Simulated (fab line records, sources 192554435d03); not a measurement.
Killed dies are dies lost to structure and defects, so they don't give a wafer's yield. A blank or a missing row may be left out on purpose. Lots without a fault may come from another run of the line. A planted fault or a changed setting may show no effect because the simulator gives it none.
Chamber matching | flow n5_finfet | N5_HKMG_FIN_ALD_21 on ald_metal-03: 4 sister chambers
The step deposits TiN, target thk 1.5 nm, pulse time 1 s, purge time 3 s. 4 wafers are shown with their chamber, then 12 later ones without.

WAFERS WITH THEIR CHAMBER
wafer  | chamber | heater_power_outer_w (W)
L082.1 | 2       | 591
L083.3 | 3       | 558
L084.1 | 0       | 490
L084.5 | 1       | 493

WAFERS WITHOUT THEIR CHAMBER
wafer  | heater_power_outer_w (W)
L093.3 | 491
L093.5 | 591
L093.6 | 492
L094.1 | 548
L094.2 | 475
L094.4 | 481
L095.2 | 538
L095.5 | 478
L095.6 | 487
L096.1 | 483
L096.2 | 506
L096.3 | 588

WHICH CHAMBER EACH WENT THROUGH
wafer  | from the rows above     | in truth
L093.3 | can't be placed: 0 or 1 | 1
L093.5 | 2                       | 2
L093.6 | can't be placed: 1 or 0 | 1
L094.1 | 3                       | 3
L094.2 | can't be placed: 0 or 1 | 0
L094.4 | can't be placed: 0 or 1 | 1
L095.2 | 3                       | 3
L095.5 | can't be placed: 0 or 1 | 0
L095.6 | can't be placed: 0 or 1 | 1
L096.1 | can't be placed: 0 or 1 | 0
L096.2 | can't be placed: 1 or 0 | 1
L096.3 | 2                       | 2
Placed correctly: 4 of 12. Can't be placed from these rows: 8 (the true chamber is among the candidates in 8). Placed wrongly: 0.
How it was worked out, from the rows above alone: a wafer's distance from a chamber is the root of the sum, over the readings, of the square of ((its reading less the chamber's mean) divided by the reading's scatter). The wafer belongs to the nearest chamber; if the next one is less than 2 further off, it can't be placed. A chamber's mean is the mean of its shown wafers. The scatter: with one shown wafer a chamber, the root of the mean of the squares of how far each hidden wafer lies from its nearest shown one.
